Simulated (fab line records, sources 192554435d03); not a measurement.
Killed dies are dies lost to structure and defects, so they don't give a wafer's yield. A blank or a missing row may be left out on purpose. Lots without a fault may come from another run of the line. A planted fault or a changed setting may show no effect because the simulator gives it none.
Chamber matching | flow n5_finfet | N5_GATE_CUT_DESCUM_18 on rie_diel-02: 4 sister chambers
The step chemistry O2, time 7 s. 4 wafers are shown with their chamber, then 7 later ones without.

WAFERS WITH THEIR CHAMBER
wafer  | chamber | showerhead_plenum_p_Torr (Torr)
L083.2 | 2       | 2.07
L087.6 | 1       | 1.93
L089.1 | 0       | 2.09
L089.5 | 3       | 2.13

WAFERS WITHOUT THEIR CHAMBER
wafer  | showerhead_plenum_p_Torr (Torr)
L089.6 | 2.09
L092.1 | 1.92
L092.2 | 2.09
L092.4 | 2.13
L095.3 | 1.92
L095.4 | 2.09
L095.6 | 2.13

WHICH CHAMBER EACH WENT THROUGH
wafer  | from the rows above | in truth
L089.6 | 0                   | 0
L092.1 | 1                   | 1
L092.2 | 0                   | 0
L092.4 | 3                   | 3
L095.3 | 1                   | 1
L095.4 | 0                   | 0
L095.6 | 3                   | 3
Placed correctly: 7 of 7. Can't be placed from these rows: 0. Placed wrongly: 0.
How it was worked out, from the rows above alone: a wafer's distance from a chamber is the root of the sum, over the readings, of the square of ((its reading less the chamber's mean) divided by the reading's scatter). The wafer belongs to the nearest chamber; if the next one is less than 2 further off, it can't be placed. A chamber's mean is the mean of its shown wafers. The scatter: with one shown wafer a chamber, the root of the mean of the squares of how far each hidden wafer lies from its nearest shown one.
